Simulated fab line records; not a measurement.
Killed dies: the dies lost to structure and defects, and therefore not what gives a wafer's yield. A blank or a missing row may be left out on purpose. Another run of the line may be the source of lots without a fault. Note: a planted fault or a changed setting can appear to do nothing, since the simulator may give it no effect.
Matching of chambers :: flow n5_finfet :: N5_SD_EPI_P_ETCH_16 on rie_diel-06: 4 sister chambers
The step etches SiO2 in CHF3/O2, target depth 5 nm. 8 wafers are shown with their chamber, then 8 later ones without.

WAFERS PAIRED WITH THEIR CHAMBERS
wafer: L078.4
chamber: 1
throttle_valve_pct (%): 18.97
showerhead_plenum_p_Torr (Torr): 2.45

wafer: L079.2
chamber: 3
throttle_valve_pct (%): 19.16
showerhead_plenum_p_Torr (Torr): 2.30

wafer: L080.1
chamber: 1
throttle_valve_pct (%): 18.98
showerhead_plenum_p_Torr (Torr): 2.44

wafer: L080.4
chamber: 0
throttle_valve_pct (%): 19.32
showerhead_plenum_p_Torr (Torr): 2.41

wafer: L082.1
chamber: 2
throttle_valve_pct (%): 18.79
showerhead_plenum_p_Torr (Torr): 2.35

wafer: L082.5
chamber: 0
throttle_valve_pct (%): 19.32
showerhead_plenum_p_Torr (Torr): 2.41

wafer: L082.6
chamber: 3
throttle_valve_pct (%): 19.17
showerhead_plenum_p_Torr (Torr): 2.30

wafer: L085.1
chamber: 2
throttle_valve_pct (%): 18.78
showerhead_plenum_p_Torr (Torr): 2.34

WAFERS WITHOUT THEIR CHAMBER
wafer: L085.3
throttle_valve_pct (%): 19.00
showerhead_plenum_p_Torr (Torr): 2.44

wafer: L085.6
throttle_valve_pct (%): 19.00
showerhead_plenum_p_Torr (Torr): 2.44

wafer: L086.3
throttle_valve_pct (%): 19.32
showerhead_plenum_p_Torr (Torr): 2.40

wafer: L086.4
throttle_valve_pct (%): 19.18
showerhead_plenum_p_Torr (Torr): 2.30

wafer: L086.5
throttle_valve_pct (%): 18.79
showerhead_plenum_p_Torr (Torr): 2.34

wafer: L097.4
throttle_valve_pct (%): 19.19
showerhead_plenum_p_Torr (Torr): 2.29

wafer: L097.5
throttle_valve_pct (%): 19.21
showerhead_plenum_p_Torr (Torr): 2.29

wafer: L097.6
throttle_valve_pct (%): 18.84
showerhead_plenum_p_Torr (Torr): 2.34

WHICH CHAMBER EACH ONE RAN IN
wafer: L085.3
from the rows above: 1
in truth: 1

wafer: L085.6
from the rows above: 1
in truth: 1

wafer: L086.3
from the rows above: 0
in truth: 0

wafer: L086.4
from the rows above: 3
in truth: 3

wafer: L086.5
from the rows above: 2
in truth: 2

wafer: L097.4
from the rows above: 3
in truth: 3

wafer: L097.5
from the rows above: 3
in truth: 3

wafer: L097.6
from the rows above: 2
in truth: 2
Placed correctly: 8 of 8. Left unplaced by these rows: 0. Placed wrongly: 0.
How it was worked out, from the rows above alone: a wafer's distance from a chamber is the root of the sum, over the readings, of the square of ((its reading less the chamber's mean) divided by the reading's scatter). The wafer belongs to the nearest chamber; if the next one is less than 2 further off, it can't be placed. For every chamber, the mean is computed from those of its wafers that are shown. How the scatter is found: for the shown wafers, subtract from each reading the mean of its chamber, square and add these, divide the total by (wafers less chambers), then take the root.
